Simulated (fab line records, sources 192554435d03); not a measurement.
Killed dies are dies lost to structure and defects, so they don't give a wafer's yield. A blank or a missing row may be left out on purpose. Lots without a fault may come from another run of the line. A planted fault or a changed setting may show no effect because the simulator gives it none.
Which tool did it? | flow n5_finfet | 10 lots, 30 wafers sampled, at 5 steps of a route of 1938

WHAT THE GAUGES READ, wafer by wafer
N5_BEOL_M0_SAQP_THK_MEAS_05. Usual: thk_nm 60.1 nm, standard deviation 0.92.
lot  | measured     | on            | thk_nm (nm)    | flag
L583 | day 6 08:28  | film_metro-01 | 59.8 60.5 59.4 |
L584 | day 6 08:41  | film_metro-02 | 60.2 59.3 61.0 |
L585 | day 6 08:36  | film_metro-02 | 60.5 61.5 61.7 |
L587 | day 6 08:55  | film_metro-01 | 59.1 59.7 59.8 |
L588 | day 6 19:51  | film_metro-01 | 59.9 60.5 61.4 |
L591 | day 7 17:39  | film_metro-02 | 59.0 59.0 59.7 |
L593 | day 7 23:29  | film_metro-02 | 60.4 59.7 60.7 |
L594 | day 8 17:38  | film_metro-02 | 59.9 60.6 60.4 |
L596 | day 8 22:45  | film_metro-01 | 58.6 60.0 59.2 |
L605 | day 11 01:54 | film_metro-01 | 60.1 61.6 60.8 |

N5_BEOL_M4_RC_MEAS_101. Usual: DIBL_N 36.5 mV/V, standard deviation 2; DIBL_P 36.5 mV/V, standard deviation 2.3; IOFF_N 0.16 nA/um, standard deviation 0.036; IOFF_P 0.21 nA/um, standard deviation 0.037; ION_N 672 uA/um, standard deviation 12; ION_P 459 uA/um, standard deviation 7.1; SS_N 71.6 mV/dec, standard deviation 0.73; SS_P 73.4 mV/dec, standard deviation 0.76; VT_N 250 mV, standard deviation 3.3; VT_P -250.5 mV, standard deviation 2.9.
lot  | measured     | on        | DIBL_N (mV/V)  | DIBL_P (mV/V)  | IOFF_N (nA/um) | IOFF_P (nA/um) | ION_N (uA/um) | ION_P (uA/um) | SS_N (mV/dec)  | SS_P (mV/dec)  | VT_N (mV)   | VT_P (mV)            | flag
L583 | day 8 14:59  | prober-02 | 31.8 33.0 34.4 | 34.0 34.7 37.4 | 0.12 0.13 0.16 | 0.17 0.17 0.20 | 671 659 675   | 462 450 461   | 71.2 70.6 70.9 | 72.4 72.4 73.5 | 252 254 250 | -250.3 -253.8 -249.8 |
L584 | day 8 23:19  | prober-02 | 37.5 39.7 38.2 | 37.7 40.1 38.4 | 0.16 0.20 0.17 | 0.22 0.25 0.23 | 672 676 673   | 459 464 461   | 71.8 72.6 72.1 | 74.5 74.9 74.8 | 248 248 250 | -247.8 -246.5 -249.2 |
L585 | day 8 18:32  | prober-01 | 36.6 36.1 38.4 | 33.7 33.6 36.9 | 0.13 0.13 0.17 | 0.17 0.18 0.22 | 661 668 687   | 458 455 471   | 71.9 70.7 72.0 | 72.1 72.0 73.1 | 251 251 245 | -253.6 -250.0 -247.1 |
L587 | day 9 07:25  | prober-01 | 40.0 40.9 35.9 | 39.5 41.1 34.9 | 0.23 0.25 0.14 | 0.28 0.32 0.19 | 695 679 657   | 472 457 451   | 72.2 72.4 71.0 | 74.4 74.7 73.1 | 246 245 251 | -246.4 -248.5 -251.8 |
L588 | day 9 02:56  | prober-01 | 32.9 36.0 31.2 | 33.3 36.4 31.0 | 0.11 0.15 0.10 | 0.17 0.21 0.14 | 671 682 672   | 465 468 465   | 70.6 70.7 69.7 | 72.2 73.5 72.0 | 253 249 257 | -255.8 -247.8 -254.7 |
L591 | day 10 11:02 | prober-01 | 36.7 34.2 36.2 | 35.7 33.3 34.4 | 0.15 0.12 0.14 | 0.18 0.16 0.17 | 670 660 665   | 459 451 450   | 70.9 70.6 70.7 | 73.6 72.8 73.2 | 249 252 250 | -253.0 -255.4 -252.7 |
L593 | day 10 13:52 | prober-01 | 34.3 33.8 31.9 | 35.4 33.2 32.0 | 0.13 0.11 0.10 | 0.20 0.16 0.16 | 664 630 658   | 462 439 459   | 71.3 72.2 71.1 | 72.5 72.7 72.3 | 253 259 255 | -249.4 -255.7 -251.8 |
L605 | day 13 21:25 | prober-01 | 38.1 37.5 37.7 | 41.2 39.5 39.4 | 0.24 0.21 0.21 | 0.30 0.26 0.26 | 691 684 661   | 474 467 449   | 72.1 71.8 72.3 | 73.9 74.3 74.0 | 243 248 247 | -243.0 -246.6 -245.4 |

WHICH TOOL RAN EACH LOT (tool, then ch and the chambers of the sampled wafers, then the start)
lot  | N5_BEOL_M0_SAQP_PECVD_00       | N5_BEOL_M0_SAQP_STRIP_86          | N5_BEOL_M0_SAQP_RECESS_109
L583 | pecvd-03 ch 0,2, day 6 04:46   | rie_diel-03 ch 0,3, day 6 09:29   | vapor_etch-01 ch 0,1, day 6 12:23
L584 | pecvd-04 ch 0,1, day 6 05:04   | rie_diel-03 ch 2,3, day 6 09:48   | vapor_etch-01 ch 0,1, day 6 13:21
L585 | pecvd-01 ch 0,1, day 6 05:04   | rie_diel-02 ch 1,2, day 6 09:38   | vapor_etch-02 ch 0,1, day 6 12:59
L587 | pecvd-01 ch 1,2, day 6 07:46   | rie_diel-02 ch 1,2,3, day 6 10:13 | vapor_etch-01 ch 0,1, day 6 13:46
L588 | pecvd-03 ch 0,2, day 6 19:05   | rie_diel-02 ch 1,3, day 6 20:41   | vapor_etch-02 ch 0,1, day 6 22:48
L591 | pecvd-04 ch 0,1, day 7 13:58   | rie_diel-02 ch 0,1,3, day 7 18:37 | vapor_etch-02 ch 0,1, day 7 20:43
L593 | pecvd-01 ch 0,2, day 7 22:10   | rie_diel-04 ch 0,2,3, day 8 00:26 | vapor_etch-02 ch 0,1, day 8 02:29
L594 | pecvd-04 ch 0,1, day 8 16:02   | rie_diel-03 ch 1,2, day 8 18:35   | vapor_etch-01 ch 0,1, day 8 20:41
L596 | pecvd-01 ch 0,1,2, day 8 19:01 | rie_diel-04 ch 2,3, day 8 23:52   | vapor_etch-01 ch 0,1, day 9 02:28
L605 | pecvd-04 ch 2, day 10 22:03    | rie_diel-03 ch 2,3, day 11 02:50  | vapor_etch-02 ch 0,1, day 11 05:48
- N5_BEOL_M0_SAQP_PECVD_00: deposits SiCN from 3MS/NH3, target thk 8 nm, time 14 s.
- N5_BEOL_M0_SAQP_STRIP_86: strips in N2/H2.
- N5_BEOL_M0_SAQP_RECESS_109: chemistry HF/NH3, target SiO2, target depth 3 nm, afs cycles 1, sublimation time 60 s.

WHAT THE TOOLS THEMSELVES READ (means of the sampled wafers that have a number; where no wafer has one, the mark that the record gives instead)
N5_BEOL_M0_SAQP_PECVD_00. Usual: showerhead_plenum_p_Torr 3.663 Torr, standard deviation 0.013; throttle_valve_pct 9.0 %, standard deviation 0.55.
lot  | tool     | showerhead_plenum_p_Torr (Torr) | throttle_valve_pct (%) | flag
L583 | pecvd-03 | 3.676                           | 9.0                    |
L584 | pecvd-04 | 3.665                           | 8.6                    |
L585 | pecvd-01 | 3.669                           | 9.5                    |
L587 | pecvd-01 | 3.658                           | 9.2                    |
L588 | pecvd-03 | 3.675                           | 9.1                    |
L591 | pecvd-04 | 3.670                           | 8.8                    |
L593 | pecvd-01 | 3.656                           | 8.8                    |
L594 | pecvd-04 | 3.671                           | 8.8                    |
L596 | pecvd-01 | 3.657                           | 9.4                    |
L605 | pecvd-04 | 3.650                           | 8.4                    |

N5_BEOL_M0_SAQP_STRIP_86. Usual: bias_power_w 28.00 W, standard deviation 0.082; chamber_pressure_mTorr 50.01 mTorr, standard deviation 0.067; drypump_motor_current_A 5.8 A, standard deviation 0.53; oes_product_au 0.75 a.u., standard deviation 0.056; rf_vpp_V 121.8 V, standard deviation 1.5; showerhead_plenum_p_Torr 3.33 Torr, standard deviation 0.1; throttle_valve_pct 18.9 %, standard deviation 0.3.
lot  | tool        | bias_power_w (W) | chamber_pressure_mTorr (mTorr) | drypump_motor_current_A (A) | oes_product_au (a.u.) | rf_vpp_V (V) | showerhead_plenum_p_Torr (Torr) | throttle_valve_pct (%) | flag
L583 | rie_diel-03 | 28.05            | 50.04                          | 5.6                         | 0.76                  | 122.6        | 3.38                            | 19.0                   |
L584 | rie_diel-03 | 27.97            | 50.09                          | 5.7                         | 0.78                  | 122.3        | 3.38                            | 19.0                   |
L585 | rie_diel-02 | 27.97            | 49.98                          | 5.3                         | 0.69                  | 121.3        | 3.45                            | 19.1                   |
L587 | rie_diel-02 | 27.96            | 49.96                          | 6.0                         | 0.76                  | 122.7        | 3.40                            | 18.8                   |
L588 | rie_diel-02 | 27.90            | 49.96                          | 6.6                         | 0.77                  | 121.1        | 3.42                            | 18.9                   |
L591 | rie_diel-02 | 27.99            | 50.03                          | 6.4                         | 0.76                  | 122.9        | 3.41                            | 19.1                   |
L593 | rie_diel-04 | 27.98            | 50.06                          | 5.8                         | 0.75                  | 121.7        | 3.27                            | 18.8                   |
L594 | rie_diel-03 | -                | -                              | -                           | -                     | -            | -                               | -                      | OFF
L596 | rie_diel-04 | -                | -                              | -                           | -                     | -            | -                               | -                      | OFF
L605 | rie_diel-03 | 27.92            | 50.01                          | 5.8                         | 0.74                  | 123.0        | 3.37                            | 19.1                   |

N5_BEOL_M0_SAQP_RECESS_109. Usual: drypump_motor_current_A 5.6 A, standard deviation 0.44.
lot  | tool          | drypump_motor_current_A (A) | flag
L583 | vapor_etch-01 | 5.5                         |
L584 | vapor_etch-01 | 5.9                         |
L585 | vapor_etch-02 | 5.4                         |
L587 | vapor_etch-01 | 5.9                         |
L588 | vapor_etch-02 | 5.4                         |
L591 | vapor_etch-02 | 5.3                         |
L593 | vapor_etch-02 | 5.5                         |
L594 | vapor_etch-01 | 5.9                         |
L596 | vapor_etch-01 | 5.9                         |
L605 | vapor_etch-02 | 5.3                         |

THE ANSWER, worked out from the rows above alone
Rule: a lot is off if the mean of its wafers that have a number lies more than 3 standard deviations from the usual mean. A lot without any number at a reading at which 4 lots or more have one is off too. The other lots that the step has rows for count as sound. The gauges are gone through in route order, then the tools' own readings, and for those a lot's mean is taken as printed above. The first step at which some lot is off is used, and at that step the reading that is off furthest; a lot without a number counts as furthest.
Off: L594, L596, at N5_BEOL_M0_SAQP_STRIP_86 (bias_power_w). Without a number there: L594, L596.
A tool fits if, at that step or a process step before it, it ran every lot that is off, and no sound lot after the first of them. None of those tried fits.

WHAT THE SIMULATOR HAD PUT IN
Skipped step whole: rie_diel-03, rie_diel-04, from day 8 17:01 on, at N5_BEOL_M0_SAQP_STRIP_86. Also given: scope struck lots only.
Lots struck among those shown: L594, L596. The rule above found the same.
